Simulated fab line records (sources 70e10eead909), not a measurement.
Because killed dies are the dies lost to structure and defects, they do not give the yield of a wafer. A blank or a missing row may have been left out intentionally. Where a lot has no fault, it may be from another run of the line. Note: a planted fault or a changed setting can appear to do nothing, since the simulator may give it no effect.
fab line records | flow nandHarc
record: lots: 12 wafers: 36 lastDay: 34
route steps=1302 shown P_START@1 P_ZERO_WELL@56
lots that met no fault: from a run of the same line without faults
startH: start of the lot's first displayed wafer, in hours after the record's first day | waitH: time in hours since the lot's previous step | " as in the row above | L1.1+2: a row that stands for several wafers | - no value, or no start given | * or withheld: withheld | < > ~ a bound
route shown NAME@n: NAME is a module with steps in the file, n the number in the route of the first one | usual: average and standard deviation across the fault-free wafers | same: alike in all rows | chamber/n: place in a boat | sites: readings site by site | _std_site: standard deviation of those values | _edge_site: the outer-site mean with the inner-site mean subtracted | radiusMm: how far each site lies from the wafer's centre | mask NAME#n: copy n | behind: the tool/chamber that last shaped the wafer | hold: reason for holding the lot/hours on hold/outcome of the hold | device: transistor that didn't switch, given as n, p or np | end of line: the same wafers' tests at the end of the route | a step without rows: its recipe alone | killed: at the first sort, the dies lost to defects and structure; wafer yield is something else | map: a wafer's dies, marking killed ones x, the rest . and places with no die _
set.NAME: the run value of the setting; set.NAME@STEP: its run value at that earlier step | model.NAME: the simulator's own value behind a step, which no gauge read
route steps across a sampled set of lots; one table per step, one row per wafer
services: a tool's chamber out of use, with start hour (startH, from the record's first day; less than 0 if before it), hours out, and reason
== steps ==
step: NHARC_P_START_INSPECT_01
usual: rawDefectCount: 3.4/1.7
columns lot.wafer tool chamber startH waitH rawDefectCount
L792.3 defectInspect-01 - 20.05 - 4
L792.5 " - " " 7
L792.6 " - " " 2
L798.1 defectInspect-01 - 80.04 - 3
L798.2 " - " " 2
L798.3 " - " " 4
L801.2 defectInspect-02 - 110.04 - 5
L801.4 " - " " 3
L801.5 " - " " 9
L802.1 defectInspect-01 - 120.04 - 5
L802.2 " - " " 7
L802.4 " - " " 3
L806.1 defectInspect-02 - 160.04 - 6
L806.2 " - " " 4
L806.3 " - " " 6
L807.1 defectInspect-01 - 170.04 - 3
L807.2 " - " " 8
L807.5 " - " " 3
L808.2 defectInspect-01 - 180.04 - 2
L808.5 " - " " 5
L808.6 " - " " 5
L811.2 defectInspect-02 - 210.04 - 3
L811.3 " - " " 2
L811.5 " - " " 3
L812.3 defectInspect-02 - 220.05 - 4
L812.4 " - " " 2
L812.6 " - " " 3
L813.1 defectInspect-01 - 230.04 - 1
L813.4 " - " " 3
L813.5 " - " " 3
L814.2 defectInspect-02 - 240.04 - 4
L814.3 " - " " 6
L814.6 " - " " 2
L815.3 defectInspect-01 - 250.04 - 4
L815.4 " - " " 2
L815.6 " - " " 0
step: NHARC_P_ZERO_WELL_EXPOSE_49
recipe: na: 0.6 targetCdNm: 2000 doseMj: 22.64 maskId: P_HVPW
usual: stageVelMmS: 499.95/0.25
columns lot.wafer tool chamber startH waitH mask stageVelMmS
L792.3 krfScanner-02 0 25.51 - P_HVPW#0 500.17
L792.5 " 0 " " P_HVPW#0 499.83
L792.6 " 0 " " P_HVPW#0 500.14
L798.1 krfScanner-02 0 85.49 - P_HVPW_R1#0 499.68
L798.2 " 0 " " P_HVPW_R1#0 499.89
L798.3 " 0 " " P_HVPW_R1#0 499.87
L801.2 krfScanner-02 0 115.74 - P_HVPW#0 499.57
L801.4 " 0 " " P_HVPW#0 499.91
L801.5 " 0 " " P_HVPW#0 499.69
L802.1 krfScanner-01 0 125.67 - P_HVPW#0 499.84
L802.2 " 0 " " P_HVPW#0 499.79
L802.4 " 0 " " P_HVPW#0 500.31
L806.1 krfScanner-02 0 165.44 - P_HVPW#0 499.93
L806.2 " 0 " " P_HVPW#0 499.73
L806.3 " 0 " " P_HVPW#0 499.99
L807.1 krfScanner-02 0 175.60 - P_HVPW#0 500.10
L807.2 " 0 " " P_HVPW#0 500.06
L807.5 " 0 " " P_HVPW#0 500.37
L808.2 krfScanner-01 0 185.34 - P_HVPW#0 500.01
L808.5 " 0 " " P_HVPW#0 499.66
L808.6 " 0 " " P_HVPW#0 499.85
L811.2 krfScanner-02 0 215.98 - P_HVPW#0 499.94
L811.3 " 0 " " P_HVPW#0 500.08
L811.5 " 0 " " P_HVPW#0 499.96
L812.3 krfScanner-02 0 225.47 - P_HVPW#0 500.14
L812.4 " 0 " " P_HVPW#0 499.97
L812.6 " 0 " " P_HVPW#0 500.28
L813.1 krfScanner-02 0 235.81 - P_HVPW#0 499.96
L813.4 " 0 " " P_HVPW#0 499.83
L813.5 " 0 " " P_HVPW#0 499.81
L815.3 krfScanner-04 0 255.86 - P_HVPW#0 500.30
L815.4 " 0 " " P_HVPW#0 500.03
L815.6 " 0 " " P_HVPW#0 499.95
L814.2 krfScanner-01 0 275.98 - P_HVPW#0 499.95
L814.3 " 0 " " P_HVPW#0 499.86
L814.6 " 0 " " P_HVPW#0 499.90
step: NHARC_P_ZERO_WELL_CD_MEAS_52
recipe: targetCdNm: 2000 landingEnergyEv: 500
usual: cdNm: 2000.6/1.3
columns lot.wafer tool chamber startH waitH cdNm
L792.3 cdSem-01 0 25.66 - 2000.3
L792.5 " 0 " " 2000.2
L792.6 " 0 " " 2001.2
L798.1 cdSem-02 0 85.65 - 1953.8
L798.2 " 0 " " 1954.3
L798.3 " 0 " " 1953.4
L801.2 cdSem-02 0 115.90 - 1999.8
L801.4 " 0 " " 2000.6
L801.5 " 0 " " 1999.4
L802.1 cdSem-02 0 125.83 - 2001.0
L802.2 " 0 " " 2002.9
L802.4 " 0 " " 2003.4
L806.1 cdSem-01 0 165.60 - 2000.1
L806.2 " 0 " " 2000.5
L806.3 " 0 " " 1999.2
L807.1 cdSem-02 0 175.77 - 2003.0
L807.2 " 0 " " 2003.3
L807.5 " 0 " " 2001.3
L808.2 cdSem-01 0 185.49 - 2002.3
L808.5 " 0 " " 2000.4
L808.6 " 0 " " 2003.0
L811.2 cdSem-02 0 216.13 - 2000.8
L811.3 " 0 " " 2001.6
L811.5 " 0 " " 2000.9
L812.3 cdSem-03 0 225.62 - 1999.1
L812.4 " 0 " " 1998.4
L812.6 " 0 " " 1998.5
L813.1 cdSem-01 0 235.97 - 2002.8
L813.4 " 0 " " 2001.9
L813.5 " 0 " " 2002.9
L815.3 cdSem-02 0 256.01 - 2003.6
L815.4 " 0 " " 1999.0
L815.6 " 0 " " 2001.0
L814.2 cdSem-01 0 276.13 - 2000.6
L814.3 " 0 " " 2002.1
L814.6 " 0 " " 2000.3
step: NHARC_P_ZERO_WELL_DESCUM_54
recipe: timeS: 3 o2FlowSccm: 200 arFlowSccm: 0 biasPowerW: 0 chemistry: O2
usual: drypumpMotorCurrentA: 5.9/0.52 mfcArSccm: 0.011/0.015 oesProductAu: 0.998/0.009 rfVppV: 58.0/0.94 showerheadPlenumPTorr: 1.95/0.081 throttleValvePct: 11.312/0.009
columns lot.wafer tool chamber startH waitH drypumpMotorCurrentA mfcArSccm oesProductAu rfHoursCounterH rfVppV showerheadPlenumPTorr throttleValvePct
L792.3 rieDiel-11 3 25.84 - 5.0 0.043 0.997 35 59.1 1.93 11.314
L792.6 " 1 " " 6.2 0 0.988 - 58.2 2.03 11.301
L792.5 " 2 " " 6.1 0 0.998 - 58.5 2.00 11.305
L798.2 rieDiel-04 0 85.83 - 5.2 0 0.998 25 57.6 1.87 11.305
L798.1 " 1 " " 6.6 0.030 1.004 16 58.1 1.81 11.318
L798.3 " 2 " " 6.2 0.017 0.988 21 58.8 2.00 11.329
L801.2 rieDiel-11 2 116.29 - 6.1 0 1.007 11 57.8 1.99 11.320
L801.4 " 3 " " 5.0 0.043 0.994 9 56.9 1.92 11.313
L801.5 " 3 " " 5.0 0.043 0.996 - 57.6 1.92 11.308
L802.1 rieDiel-11 0 125.99 - 6.3 0 1.017 13 58.8 2.00 11.335
L802.4 " 1 " " 6.2 0 0.997 15 56.2 2.02 11.302
L802.2 " 2 " " 6.1 0 1.005 15 58.9 1.99 11.317
L806.1 rieDiel-04 2 165.79 - 6.2 0.017 0.984 47 57.9 1.99 11.320
L806.3 " 3 " " 6.0 0 0.994 48 58.9 2.06 11.312
L806.2 " 0 " " 5.2 0 0.996 52 56.9 1.86 11.318
L807.2 rieDiel-04 0 175.93 - 5.3 0 1.007 55 57.4 1.86 11.297
L807.1 " 1 " " 6.5 0.030 1.008 47 56.1 1.80 11.323
L807.5 " 0 " " 5.2 0 1.007 - 58.7 1.86 11.324
L808.2 rieDiel-12 1 185.69 - 5.5 0 0.989 32 59.7 1.98 11.302
L808.5 " 2 " " 5.5 0 0.990 - 57.0 2.00 11.313
L808.6 " 3 " " 6.1 0.001 1.000 - 58.8 1.88 11.313
L811.3 rieDiel-04 3 216.29 - 6.0 0 0.997 8 60.0 2.06 11.306
L811.2 " 2 " " 6.2 0.017 0.987 8 59.9 1.99 11.312
L811.5 " 3 " " 6.0 0 1.000 - 58.5 2.06 11.302
L812.4 rieDiel-12 3 225.77 - 6.1 0.001 0.996 45 57.4 1.87 11.307
L812.3 " 1 " " 5.5 0 0.996 48 56.5 1.98 11.317
L812.6 " 0 " " 5.0 0.018 1.004 - 57.3 1.88 11.304
L813.1 rieDiel-11 0 236.14 - 6.3 0 1.022 45 57.6 1.99 11.315
L813.4 " 1 " " 6.2 0 1.009 47 58.5 2.01 11.308
L813.5 " 3 " " 5.0 0.043 1.003 - 58.3 1.91 11.303
L815.4 rieDiel-04 2 258.93 - 6.2 0.017 0.988 23 58.3 1.99 11.309
L815.3 " 1 " " 6.6 0.030 1.009 26 57.5 1.79 11.306
L815.6 " 3 " " 6.0 0 0.996 - 58.1 2.05 11.302
L814.2 rieDiel-11 0 276.36 - 6.3 0 1.008 4 57.7 1.99 11.323
L814.3 " 1 " " 6.2 0 0.997 3 58.1 2.01 11.305
L814.6 " 3 " " 5.0 0.043 0.989 - 57.8 1.91 11.330
step: NHARC_P_ZERO_WELL_INSPECT_43
usual: rawDefectCount: 13/5.1
columns lot.wafer tool chamber startH waitH rawDefectCount
L792.3 defectInspect-01 - 27.47 0.4 10
L792.5 " - " " 15
L792.6 " - " " 18
L798.1 defectInspect-02 - 87.49 0.6 5
L798.2 " - " " 6
L798.3 " - " " 9
L801.2 defectInspect-01 - 117.95 0.5 5
L801.4 " - " " 12
L801.5 " - " " 22
L802.1 defectInspect-01 - 127.65 0.6 13
L802.2 " - " " 9
L802.4 " - " " 14
L806.1 defectInspect-01 - 167.47 0.6 15
L806.2 " - " " 14
L806.3 " - " " 12
L807.1 defectInspect-02 - 177.61 0.6 16
L807.2 " - " " 11
L807.5 " - " " 7
L808.2 defectInspect-02 - 187.30 0.5 7
L808.5 " - " " 16
L808.6 " - " " 14
L811.2 defectInspect-02 - 217.94 0.5 5
L811.3 " - " " 6
L811.5 " - " " 14
L812.3 defectInspect-02 - 227.42 0.3 22
L812.4 " - " " 10
L812.6 " - " " 15
L813.1 defectInspect-01 - 237.79 0.6 12
L813.4 " - " " 13
L813.5 " - " " 19
L815.3 defectInspect-02 - 260.61 0.4 8
L815.4 " - " " 18
L815.6 " - " " 13
L814.2 defectInspect-02 - 278.10 0.5 17
L814.3 " - " " 14
L814.6 " - " " 15
== services ==
columns tool chamber startH hours kind
krfScanner-01 - 2.66 0.2 repair
rieDiel-04 - 3.51 9.0 pm
rieDiel-04 1 17.35 26.8 repair
rieDiel-12 1 32.98 2.7 repair
krfScanner-01 - 33.85 5.9 repair
rieDiel-04 2 34.93 7.1 repair
krfScanner-02 - 35.10 0.9 repair
rieDiel-04 - 40.47 0.8 repair
rieDiel-12 1 51.83 7.7 repair
rieDiel-11 2 59.11 4.5 repair
rieDiel-11 - 78.50 9.0 pm
rieDiel-12 - 91.40 9.0 pm
krfScanner-02 - 94.00 4.0 pm
krfScanner-02 - 102.59 6.0 repair
krfScanner-01 - 118.45 1.1 repair
rieDiel-12 - 127.57 0.8 repair
rieDiel-04 1 134.80 3.5 repair
krfScanner-01 - 140.56 4.0 pm
krfScanner-01 - 171.31 0.8 repair
krfScanner-01 - 177.91 1.8 repair
rieDiel-04 - 180.56 9.0 pm
rieDiel-04 2 221.92 6.3 repair
rieDiel-11 - 255.51 9.0 pm
krfScanner-02 - 266.00 4.0 pm
== key ==
firstSign: step: NHARC_P_ZERO_WELL_EXPOSE_49 reading: mask direction: changed
effect: step: NHARC_P_ZERO_WELL_CD_MEAS_52 reading: cdNm direction: down sigmas: 36 usual: 2000.6 struck: 1953.8
metAt NHARC_P_ZERO_WELL_EXPOSE_49
struckLots L798
testerLeftOut L798
notActingAt NHARC_P_START_INSPECT_01,NHARC_P_ZERO_WELL_DESCUM_54,NHARC_P_ZERO_WELL_INSPECT_43
onsetBetween 25.51 85.49
fault: kind: wrongMask tool: any chamber: - onsetH: 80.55 steps: NHARC_P_ZERO_WELL_EXPOSE_49 auxCopy: P_HVPW_R1#0 cdOffsetNm: -48.323 scope: struckLotsOnly
testerLeftOut: of these lots the tester's yield and bins aren't shown, on N5 and GAA mostly nor the transistor test; their killed dies are dies lost to structure and defects alone, not to doping, threshold or leakage, so they don't give the yield
